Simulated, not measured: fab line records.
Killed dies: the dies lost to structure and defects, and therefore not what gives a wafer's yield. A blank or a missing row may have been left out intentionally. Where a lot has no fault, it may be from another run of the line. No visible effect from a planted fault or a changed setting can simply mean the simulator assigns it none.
3 desks, one fault    flow n5Finfet    each desk has only its own numbers; what lay behind them comes last

AT THE METROLOGY DESK
What the gauges read, lot by lot, whatever tool the lot ran on: means of the sampled wafers that have a number. Marked OUT: a lot whose mean sits more than 4 standard deviations from the usual mean, which makes it out of limits; the brackets give that distance.
Columns: A = cdNm at N5_BEOL_M11_CD_MEAS_28, usual 70.1 nm; B = V10_OVL at N5_BEOL_M11_OVL_MEAS_29, usual 0.5 nm
lot   first seen here  A     B
L949  day 11 09:49     69.7  0.9
L951  day 11 14:01     70.7  0.1
L957  day 13 07:37     69.9  -0.0
L958  day 13 19:04     69.9  0.6
L961  day 14 01:02     69.6  0.8
L962  day 15 04:01     70.7  -0.1
L966  day 16 16:22     68.9  1.6
Finding of this desk: none of the 7 lots has anything out of limits.

THE DEFECT DESK
What the inspections along the route counted, lot by lot: means of the sampled wafers that have a number. Marked OUT: a lot whose mean sits more than 4 standard deviations from the usual mean, which makes it out of limits; the brackets give that distance.
Columns: A = rawDefectCount at N5_BEOL_M11_INSPECT_30, usual 415
lot   first seen here  A
L949  day 11 09:53     430
L951  day 11 14:04     560
L957  day 13 07:40     375
L958  day 13 19:07     366
L961  day 14 01:05     468
L962  day 15 04:04     369
L966  day 16 16:25     343
Finding of this desk: none of the 7 lots has anything out of limits.

FOR THE TOOL OWNER'S DESK: rieDiel-06
The tool's own readings at N5_BEOL_M11_ETCH_41 (etches SiCN in CH3F/O2, target depth 42.6 nm, time 86 s): means of the sampled wafers that have a number, for each lot that ran on this tool. Marked OUT: a lot whose mean sits more than 4 standard deviations from the usual mean, which makes it out of limits; the brackets give that distance.
Columns: A = drypumpMotorCurrentA at N5_BEOL_M11_ETCH_41, usual 5.7 A; B = oesProductAu at N5_BEOL_M11_ETCH_41, usual 0.79 a.u.; C = rfVppV at N5_BEOL_M11_ETCH_41, usual 297.2 V; D = showerheadPlenumPTorr at N5_BEOL_M11_ETCH_41, usual 1.99 Torr; E = throttleValvePct at N5_BEOL_M11_ETCH_41, usual 16.36 %
lot   first seen here  A    B     C      D     E
L949  day 11 10:16     5.6  0.72  298.1  2.01  16.42
L957  day 13 08:04     5.8  0.70  297.8  2.00  16.32
L958  day 13 19:32     5.6  0.71  298.4  2.06  16.23
L961  day 14 02:14     5.8  0.64  297.2  2.00  16.33
Finding of this desk: none of the 4 lots has anything out of limits.

ALL TOGETHER
From the metrology desk's view, nothing was out of limits.
Nothing out of limits was seen by the defect desk.
The tool owner's desk saw nothing out of limits.

WHAT HAD BEEN PUT IN BY THE SIMULATOR
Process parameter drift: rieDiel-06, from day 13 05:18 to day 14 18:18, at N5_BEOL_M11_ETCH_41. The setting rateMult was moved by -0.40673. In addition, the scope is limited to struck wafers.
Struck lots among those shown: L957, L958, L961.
